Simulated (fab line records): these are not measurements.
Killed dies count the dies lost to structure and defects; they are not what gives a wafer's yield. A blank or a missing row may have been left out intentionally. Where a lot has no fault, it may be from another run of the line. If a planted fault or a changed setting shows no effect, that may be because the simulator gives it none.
Struck lot and sound lot, side by side / flow n5-finfet / 16 out of 1938 route steps
Sound: wafers L801.1, L801.2, L801.3. The struck wafers were L819.1, L819.2, L819.5. At the end, the cause is stated.
At each step with rows: each side's tool, then ch and its chambers, then its first start. Under that, the readings that differ: sound wafers / struck wafers / difference of the means / sigmas: that difference in standard deviations of wafers without a fault.
alike: readings whose means differ by less than 2 such deviations, and words and numbers that are the same on both sides. not compared: withheld readings, readings that some wafer has no value for, bounds like >300 that may hide the same value, and numbers for which the record gives no deviation and whose values overlap.
A row with sigmas, a row that says differs or no value, or rows on one side alone: a step with any of these is where the two part. Non-overlapping numbers with no deviation appear without sigmas and do not part them. A reading missing from all wafers of one side parts the sides only when that side holds two or more wafers.

first, 6 steps without rows for these wafers: N5_BEOL_M2_COAT_05 (resist thk 30 nm); N5_BEOL_M2_EBR_07; N5_BEOL_M2_SOFTBAKE_06 (time 60 s); N5_BEOL_M2_EXPOSE_08 (exposes mask M2); N5_BEOL_M2_PEB_09 (peb time 60 s); N5_BEOL_M2_DEVELOP_10 (develop time 30 s).
N5_BEOL_M2_CD_MEAS_11 targets a cd of 16.79 nm.
  sound on cd-sem-03 ch 0, day 6 22:39; struck on cd-sem-02 ch 0, day 11 06:58
  alike: cd-nm
N5_BEOL_M2_OVL_MEAS_12:
  sound on overlay-02 ch 0, day 6 22:41; struck on overlay-01 ch 0, day 11 07:00
  alike: M2_OVL
N5_BEOL_M2_INSPECT_13: inspects for defects (brightfield).
  sound on defect-inspect-01 at day 6 22:44; struck on defect-inspect-02 at day 11 07:04
reading=raw-defect-count; sound=357 351 250; struck=504 480 544; difference=+190; sigmas=+2
N5_BEOL_M2_DESCUM_16: chemistry O2, time 7 s.
  sound on rie-diel-06 ch 0,1,2, day 6 22:46; struck on rie-diel-05 ch 0,1,2, day 11 07:05
  alike: drypump-motor-current-A, oes-product-au, rf-vpp-V, showerhead-plenum-p-Torr, throttle-valve-pct
  not compared: rf-hours-counter-h
N5_BEOL_M2_ETCH_74: etches underlayer in N2/H2, target depth 6.5 nm, time 5.2 s.
  sound on rie-diel-06 ch 0,1,2, day 6 22:48; struck on rie-diel-05 ch 0,1,2, day 11 07:07
  alike: bias-w, drypump-motor-current-A, etch-rf-on-time-s, oes-product-au, rf-vpp-V, showerhead-plenum-p-Torr, throttle-valve-pct
  not compared: rf-hours-counter-h
N5_BEOL_M2_ETCH_63: etches SiARC in CF4, target depth 15.6 nm, time 26 s.
  sound on rie-diel-06 ch 0,1,2, day 6 22:49; struck on rie-diel-05 ch 0,1,2, day 11 07:08
  alike: bias-w, cf4-flow-sccm, drypump-motor-current-A, etch-rf-on-time-s, oes-product-au, rf-vpp-V, showerhead-plenum-p-Torr, throttle-valve-pct
  not compared: rf-hours-counter-h
N5_BEOL_M2_ETCH_64: etches SOC in N2/H2, target depth 75 nm, overetch 22.5 nm, time 121.9 s.
  sound on rie-diel-06 ch 0,1,2, day 6 22:51; struck on rie-diel-05 ch 0,1,2, day 11 07:10
reading=bias-w (W); sound=149.8 149.8 150.5; struck=110.7 111.0 111.0; difference=-39.1; sigmas=-85
reading=rf-vpp-V (V); sound=521.5 520.3 519.5; struck=429.9 429.7 430.1; difference=-90.5; sigmas=-43
reading=model.SiARC_of_BEOL_M2_COAT_62.thk-nm (nm); sound=6.2 6.2 6.4; struck=8.2 8.4 8.2; difference=+2.0; sigmas=
  alike: drypump-motor-current-A, oes-product-au, showerhead-plenum-p-Torr, throttle-valve-pct
  not compared: rf-hours-counter-h
then, 1 step without rows for these wafers: N5_BEOL_M2_STRIP_65 (strips in N2/H2).
N5_BEOL_M4_RC_MEAS_101:
  sound on prober-01 ch 0, day 8 07:13; struck on prober-02 ch 0, day 12 17:25
  alike: DIBL_N, DIBL_P, IOFF_N, IOFF_P, ION_N, ION_P, SS_N, SS_P, VT_N, VT_P
then, 1 step without rows for these wafers: N5_PASSIVATION_PROBE_49.

## WHERE THEY PART
At N5_BEOL_M2_INSPECT_13 first; at N5_BEOL_M2_ETCH_64 last (within this record only). Later steps at which nothing parts them and some readings are alike: N5_BEOL_M4_RC_MEAS_101.

WHY: what the simulator had put in
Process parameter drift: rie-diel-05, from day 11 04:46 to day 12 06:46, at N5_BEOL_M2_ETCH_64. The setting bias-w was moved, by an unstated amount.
